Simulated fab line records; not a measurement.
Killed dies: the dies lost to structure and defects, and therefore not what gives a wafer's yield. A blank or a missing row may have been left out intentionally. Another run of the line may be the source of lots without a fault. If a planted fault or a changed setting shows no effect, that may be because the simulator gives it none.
Which tool did it? + flow n5 finfet + 31 wafers from 11 lots sampled at 4 of the route's 1938 steps

WHAT THE GAUGES SHOWED, per wafer
N5_PMOS_HMC_CHANNEL_EPI_INSPECT_11: inspects for defects (macro).
| lot  | measured    | on                | raw defect count |
|------|-------------|-------------------|------------------|
| L220 | day 1 19:06 | defect inspect-02 | 4 1 2            |
| L222 | day 2 05:23 | defect inspect-01 | 1 3 1            |
| L224 | day 2 17:38 | defect inspect-02 | 1 0 2            |
| L229 | day 3 23:25 | defect inspect-02 | 1 2 3            |
| L230 | day 4 05:16 | defect inspect-01 | 1 1 1            |
| L232 | day 4 18:57 | defect inspect-02 | 2 3 2            |
| L234 | day 5 05:16 | defect inspect-01 | 1 0 2            |
| L235 | day 5 11:24 | defect inspect-02 | 2 4 3            |
| L239 | day 6 12:41 | defect inspect-01 | 2 0              |
| L242 | day 7 06:39 | defect inspect-01 | 4 4              |
| L243 | day 7 12:02 | defect inspect-01 | 1 1 4            |

N5_PMOS_HMC_CHANNEL_EPI_THK_MEAS_22.
| lot  | measured    | on            | HMC_CMP_THK (nm) |
|------|-------------|---------------|------------------|
| L220 | day 1 21:27 | film metro-01 | 55.4 54.1 53.8   |
| L222 | day 2 07:41 | film metro-02 | 54.7 55.6 55.6   |
| L224 | day 2 20:07 | film metro-02 | 53.6 54.2 54.3   |
| L229 | day 4 01:58 | film metro-02 | 57.8 57.8 57.2   |
| L230 | day 4 07:53 | film metro-02 | 58.4 56.7 56.9   |
| L232 | day 4 21:14 | film metro-01 | 53.2 54.9 54.1   |
| L234 | day 5 07:52 | film metro-01 | 55.2 54.5 54.4   |
| L235 | day 5 13:42 | film metro-01 | 55.4 54.4 54.2   |
| L239 | day 6 15:04 | film metro-01 | 54.6 53.8        |
| L242 | day 7 09:10 | film metro-02 | 53.9 55.7        |
| L243 | day 7 14:27 | film metro-02 | 54.8 53.9 54.8   |

TOOL THAT RAN EACH LOT (tool first, then ch and the chambers of the sampled wafers, then the start)
| lot  | N5_PMOS_HMC_CHANNEL_EPI_HM_OPEN_15 | N5_PMOS_HMC_CHANNEL_EPI_FIN_RECESS_16 |
|------|------------------------------------|---------------------------------------|
| L220 | rie diel-04 ch 0,2,3, day 1 19:16  | rie si-01 ch 0,2,3, day 1 19:39       |
| L222 | rie diel-03 ch 1,2,3, day 2 05:29  | rie si-02 ch 0,3, day 2 05:52         |
| L224 | rie diel-03 ch 0,1,2, day 2 17:53  | rie si-02 ch 1,2,3, day 2 18:19       |
| L229 | rie diel-02 ch 0,1,3, day 3 23:46  | rie si-01 ch 2,3, day 4 00:09         |
| L230 | rie diel-03 ch 0,1,3, day 4 05:43  | rie si-01 ch 0,3, day 4 06:05         |
| L232 | rie diel-02 ch 0,2,3, day 4 19:04  | rie si-04 ch 0,1,2, day 4 19:26       |
| L234 | rie diel-02 ch 1,2,3, day 5 05:41  | rie si-04 ch 1,2,3, day 5 06:04       |
| L235 | rie diel-02 ch 0,2,3, day 5 11:31  | rie si-02 ch 1,2,3, day 5 11:53       |
| L239 | rie diel-03 ch 0,2, day 6 12:49    | rie si-02 ch 2, day 6 13:14           |
| L242 | rie diel-03 ch 0,2, day 7 06:47    | rie si-02 ch 1,3, day 7 07:21         |
| L243 | rie diel-03 ch 0,2,3, day 7 12:16  | rie si-02 ch 1,2,3, day 7 12:38       |
- N5_PMOS_HMC_CHANNEL_EPI_HM_OPEN_15: chemistry CHF3/O2, target SiO2, target depth 40.6 nm, time 20.3 s.
- N5_PMOS_HMC_CHANNEL_EPI_FIN_RECESS_16: chemistry HBr/Cl2, target Si, target depth 54 nm, time 18 s.

WHAT THE TOOLS THEMSELVES READ (means of the sampled wafers that have a number; where no wafer has one, the mark that the record gives instead)
N5_PMOS_HMC_CHANNEL_EPI_HM_OPEN_15.
| lot  | tool        | bias w (W) | drypump motor current A (A) | oes product au (a.u.) | rf vpp V (V) | showerhead plenum p Torr (Torr) | throttle valve pct (%) |
|------|-------------|------------|-----------------------------|-----------------------|--------------|---------------------------------|------------------------|
| L220 | rie diel-04 | 170.1      | 6.0                         | 0.74                  | 522          | 2.38                            | 19.05                  |
| L222 | rie diel-03 | 170.0      | 5.9                         | 0.85                  | 515          | 2.50                            | 18.93                  |
| L224 | rie diel-03 | 170.0      | 5.6                         | 0.81                  | 520          | 2.45                            | 19.05                  |
| L229 | rie diel-02 | 170.1      | 5.2                         | 0.75                  | 523          | 2.34                            | 18.88                  |
| L230 | rie diel-03 | 169.1      | 5.8                         | 0.76                  | 517          | 2.48                            | 19.13                  |
| L232 | rie diel-02 | 170.6      | 5.4                         | 0.75                  | 527          | 2.35                            | 18.87                  |
| L234 | rie diel-02 | 170.3      | 5.5                         | 0.80                  | 530          | 2.39                            | 18.72                  |
| L235 | rie diel-02 | 169.4      | 5.4                         | 0.76                  | 529          | 2.35                            | 18.90                  |
| L239 | rie diel-03 | 170.0      | 5.6                         | 0.81                  | 520          | 2.42                            | 19.05                  |
| L242 | rie diel-03 | 169.8      | 5.6                         | 0.81                  | 520          | 2.42                            | 19.05                  |
| L243 | rie diel-03 | 170.4      | 5.8                         | 0.81                  | 517          | 2.46                            | 19.04                  |

N5_PMOS_HMC_CHANNEL_EPI_FIN_RECESS_16.
| lot  | tool      | bias w (W) | drypump motor current A (A) | oes product au (a.u.) | throttle valve pct (%) |
|------|-----------|------------|-----------------------------|-----------------------|------------------------|
| L220 | rie si-01 | 74.97      | 6.0                         | 0.992                 | 35.8                   |
| L222 | rie si-02 | 74.93      | 6.1                         | 1.024                 | 35.4                   |
| L224 | rie si-02 | 75.02      | 5.8                         | 0.988                 | 35.1                   |
| L229 | rie si-01 | 75.12      | 6.3                         | 0.981                 | 35.8                   |
| L230 | rie si-01 | 74.98      | 6.1                         | 0.991                 | 35.9                   |
| L232 | rie si-04 | 75.11      | 6.1                         | 0.982                 | 35.5                   |
| L234 | rie si-04 | 75.19      | 6.1                         | 0.995                 | 35.4                   |
| L235 | rie si-02 | 75.24      | 5.8                         | 0.995                 | 35.1                   |
| L239 | rie si-02 | 74.97      | 5.2                         | 0.972                 | 35.2                   |
| L242 | rie si-02 | 75.08      | 6.2                         | 1.002                 | 35.1                   |
| L243 | rie si-02 | 75.06      | 5.8                         | 0.996                 | 35.1                   |

THE ANSWER, worked out from the rows above alone
Rule: usual is defined by the lots themselves. Put in order of their means at a reading, lots are off if they are a third of the lots or fewer, leave a main group of 4 or more, and stand apart from it by a gap of 3 or more times the standard deviation of the main group's means; of several such gaps the widest counts. A main group whose means are all the same, to the digits that the tables above print for the reading, isn't used. Also off: a lot with no number at a reading for which 4 or more lots have one. Any other lot the step has rows for is counted as sound. Order of review: gauges by route order, followed by the tools' own readings, for which a lot's mean as printed above is used. At the first step where some lot is off, the reading lying furthest off is the one used; lots without a number count as furthest.
Off: L229, L230, seen at N5_PMOS_HMC_CHANNEL_EPI_THK_MEAS_22 (HMC_CMP_THK). For the main group the mean is 54.5 nm and the standard deviation 0.38.
A tool fits if, at a process step before that reading, it ran every lot that is off, and no sound lot after the first of them. The gauges at N5_PMOS_HMC_CHANNEL_EPI_THK_MEAS_22 are tried like those tools. One fits: N5_PMOS_HMC_CHANNEL_EPI_FIN_RECESS_16 on rie si-01. Its last sound lot is L220 (day 1 19:39), its first lot that is off L229 (day 4 00:09): a fault that began between those two fits.

WHAT WAS PUT IN BY THE SIMULATOR
Process parameter drift: rie si-01, from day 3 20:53 on, at N5_PMOS_HMC_CHANNEL_EPI_FIN_RECESS_16. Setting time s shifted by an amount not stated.
Lots struck among those shown: L229, L230. The rule above found the same.
